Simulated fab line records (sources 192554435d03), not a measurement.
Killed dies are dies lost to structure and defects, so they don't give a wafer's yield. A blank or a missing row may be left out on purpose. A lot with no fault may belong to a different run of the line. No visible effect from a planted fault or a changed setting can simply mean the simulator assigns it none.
Split-lot trial || flow n5-finfet || 21 wafers read from 7 lots, route of 1938 steps

## THE SPLIT
At N5_BEOL_M13_TRENCH_ETCH_34 (etches SiOC in C4F8/O2/Ar, target depth 413.47 nm, time 162.6 s), the setting time-s was moved away from the recipe's 162.6 s on 9 of the 21 wafers read, by -19.7% to +22.1%. This setting was run at the recipe's value on the other wafers.

## FROM THE SPLIT TO THE READING: what the file shows between them, 10 steps
- N5_BEOL_M13_STRIP_70: strips in C4F8/O2/Ar
- N5_BEOL_M13_OCD_MEAS_35
- N5_BEOL_M13_STRIP_37: strips in N2/H2
- N5_BEOL_M13_ETCH_38: etches SiCN in CF4/N2, target depth 67.5 nm, time 71.9 s
- N5_BEOL_M13_ECD_47: material Cu, target thk 936 nm
- N5_BEOL_M13_ANNEAL_48: time 90 s
- N5_BEOL_M13_CMP_49: polishes, stops on SiOC, t overpolish 17.1 s, target thk 420 nm
- N5_BEOL_M13_THK_MEAS_50: measures by xrf
- N5_BEOL_M13_PRE_CLEAN_52: time 15 s
- N5_BEOL_M13_DEP_53: deposits SiCN from 3MS/NH3, target thk 50 nm, time 17.8 s

## THE READING
M13_RS in ohm/sq, measured at N5_BEOL_M13_RS_MEAS_54 by four-point-probe. On this fab line, fault-free wafers typically give 0.0450 ohm/sq with a standard deviation of 0.00056 ohm/sq.

{"wafer": "L078.1", "tool, chamber at the split": "rie-diel-05, 3", "time-s as run, s": 162.6, "against the recipe": "recipe", "M13_RS, ohm/sq": 0.0447, "against lot-mates on the recipe": "-"}
{"wafer": "L078.5", "tool, chamber at the split": "rie-diel-05, 3", "time-s as run, s": 194.5, "against the recipe": "+19.6%", "M13_RS, ohm/sq": 0.0371, "against lot-mates on the recipe": -0.0076}
{"wafer": "L078.6", "tool, chamber at the split": "rie-diel-05, 2", "time-s as run, s": 194.5, "against the recipe": "+19.6%", "M13_RS, ohm/sq": 0.0367, "against lot-mates on the recipe": -0.0080}
{"wafer": "L077.2", "tool, chamber at the split": "rie-diel-05, 0", "time-s as run, s": 130.5, "against the recipe": "-19.7%", "M13_RS, ohm/sq": 0.0547, "against lot-mates on the recipe": "+0.0101"}
{"wafer": "L077.4", "tool, chamber at the split": "rie-diel-05, 2", "time-s as run, s": 162.6, "against the recipe": "recipe", "M13_RS, ohm/sq": 0.0441, "against lot-mates on the recipe": "-"}
{"wafer": "L077.6", "tool, chamber at the split": "rie-diel-05, 1", "time-s as run, s": 162.6, "against the recipe": "recipe", "M13_RS, ohm/sq": 0.0450, "against lot-mates on the recipe": "-"}
{"wafer": "L079.4", "tool, chamber at the split": "rie-diel-06, 1", "time-s as run, s": 162.6, "against the recipe": "recipe", "M13_RS, ohm/sq": 0.0453, "against lot-mates on the recipe": "-"}
{"wafer": "L079.5", "tool, chamber at the split": "rie-diel-06, 3", "time-s as run, s": 162.6, "against the recipe": "recipe", "M13_RS, ohm/sq": 0.0453, "against lot-mates on the recipe": "-"}
{"wafer": "L079.6", "tool, chamber at the split": "rie-diel-06, 2", "time-s as run, s": 162.6, "against the recipe": "recipe", "M13_RS, ohm/sq": 0.0455, "against lot-mates on the recipe": "-"}
{"wafer": "L082.1", "tool, chamber at the split": "rie-diel-01, 0", "time-s as run, s": 162.6, "against the recipe": "recipe", "M13_RS, ohm/sq": 0.0452, "against lot-mates on the recipe": "-"}
{"wafer": "L082.4", "tool, chamber at the split": "rie-diel-01, 0", "time-s as run, s": 198.6, "against the recipe": "+22.1%", "M13_RS, ohm/sq": 0.0373, "against lot-mates on the recipe": -0.0081}
{"wafer": "L082.6", "tool, chamber at the split": "rie-diel-01, 3", "time-s as run, s": 162.6, "against the recipe": "recipe", "M13_RS, ohm/sq": 0.0457, "against lot-mates on the recipe": "-"}
{"wafer": "L084.3", "tool, chamber at the split": "rie-diel-06, 1", "time-s as run, s": 162.6, "against the recipe": "recipe", "M13_RS, ohm/sq": 0.0454, "against lot-mates on the recipe": "-"}
{"wafer": "L084.4", "tool, chamber at the split": "rie-diel-06, 3", "time-s as run, s": 173.9, "against the recipe": "+6.9%", "M13_RS, ohm/sq": 0.0418, "against lot-mates on the recipe": -0.0036}
{"wafer": "L084.5", "tool, chamber at the split": "rie-diel-06, 0", "time-s as run, s": 173.9, "against the recipe": "+6.9%", "M13_RS, ohm/sq": 0.0417, "against lot-mates on the recipe": -0.0037}
{"wafer": "L086.2", "tool, chamber at the split": "rie-diel-06, 1", "time-s as run, s": 198.4, "against the recipe": "+22.0%", "M13_RS, ohm/sq": 0.0371, "against lot-mates on the recipe": -0.0077}
{"wafer": "L086.3", "tool, chamber at the split": "rie-diel-06, 0", "time-s as run, s": 162.6, "against the recipe": "recipe", "M13_RS, ohm/sq": 0.0448, "against lot-mates on the recipe": "-"}
{"wafer": "L086.4", "tool, chamber at the split": "rie-diel-06, 3", "time-s as run, s": 198.4, "against the recipe": "+22.0%", "M13_RS, ohm/sq": 0.0367, "against lot-mates on the recipe": -0.0081}
{"wafer": "L089.1", "tool, chamber at the split": "rie-diel-05, 1", "time-s as run, s": 162.6, "against the recipe": "recipe", "M13_RS, ohm/sq": 0.0449, "against lot-mates on the recipe": "-"}
{"wafer": "L089.3", "tool, chamber at the split": "rie-diel-05, 3", "time-s as run, s": 181, "against the recipe": "+11.3%", "M13_RS, ohm/sq": 0.0396, "against lot-mates on the recipe": -0.0051}
{"wafer": "L089.5", "tool, chamber at the split": "rie-diel-05, 2", "time-s as run, s": 162.6, "against the recipe": "recipe", "M13_RS, ohm/sq": 0.0445, "against lot-mates on the recipe": "-"}

THE FIT
A straight line over all 21 wafers: M13_RS changes by -0.000408 ohm/sq for each +1% of time-s; r = -0.99; the points scatter about the line by 0.00069 ohm/sq.
The same after taking each lot's own level away (the mean of its wafers on the recipe; 21 wafers): -0.000408 ohm/sq for each +1%; r = -0.99; scatter 0.0007 ohm/sq.
Per that fit: largest time-s move, reading shift of 0.009 ohm/sq.
From 0.04455 to 0.04545 ohm/sq: that is the span of the lots' own levels, equal to 1.6 times the standard deviation above.
The two slopes agree, so the slope changes little with the lot-to-lot level.
Check: for one of the wafers moved furthest among these (+22.1%), held out of the fit, the line's prediction against its lot-mates is -0.00903 ohm/sq. It came out at -0.00815 ohm/sq against them.

## ADDITIONAL SPLITS CARRIED BY THESE WAFERS
These wafers also went through other splits before the reading. Each is held against what the fit with the lots' levels taken away leaves over:
{"other split on the same wafers": "N5_BEOL_M12_DEP_53 time-s", "wafers away from the commonest value": 7, "r with M13_RS (lot level and that fit taken away)": -0.39}

## THE WHOLE CHAIN: every reading that the file lists as answering this split, in the file's order
{"step": "N5_BEOL_M13_TRENCH_ETCH_34", "what it does": "etches SiOC in C4F8/O2/Ar, target depth 413.47 nm, time 162.6 s", "reading": "etch.depth-nm (the simulator's own value, which no gauge read)", "change (the file's fit)": "+4.2 nm for each +1% of the setting", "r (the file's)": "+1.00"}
{"step": "N5_BEOL_M13_OCD_MEAS_35", "what it does": "", "reading": "trench-depth-nm", "change (the file's fit)": "+4.2 nm for each +1% of the setting", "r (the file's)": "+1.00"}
{"step": "N5_BEOL_M13_CMP_49", "what it does": "polishes, stops on SiOC, t overpolish 17.1 s, target thk 420 nm", "reading": "Cu_of_BEOL_M13_ECD_47.thk-nm (the simulator's own value, which no gauge read)", "change (the file's fit)": "+4.13 nm for each +1% of the setting", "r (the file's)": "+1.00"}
{"step": "N5_BEOL_M13_THK_MEAS_50", "what it does": "measures by xrf", "reading": "M13_THK", "change (the file's fit)": "+4.07 for each +1% of the setting", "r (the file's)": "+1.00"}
{"step": "N5_BEOL_M13_RS_MEAS_54", "what it does": "measures by four-point-probe", "reading": "M13_RS", "change (the file's fit)": "-0.000412 for each +1% of the setting", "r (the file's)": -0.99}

## FILE'S OWN FIT
M13_RS changes by -0.000412 ohm/sq for each +1% of time-s, r = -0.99.
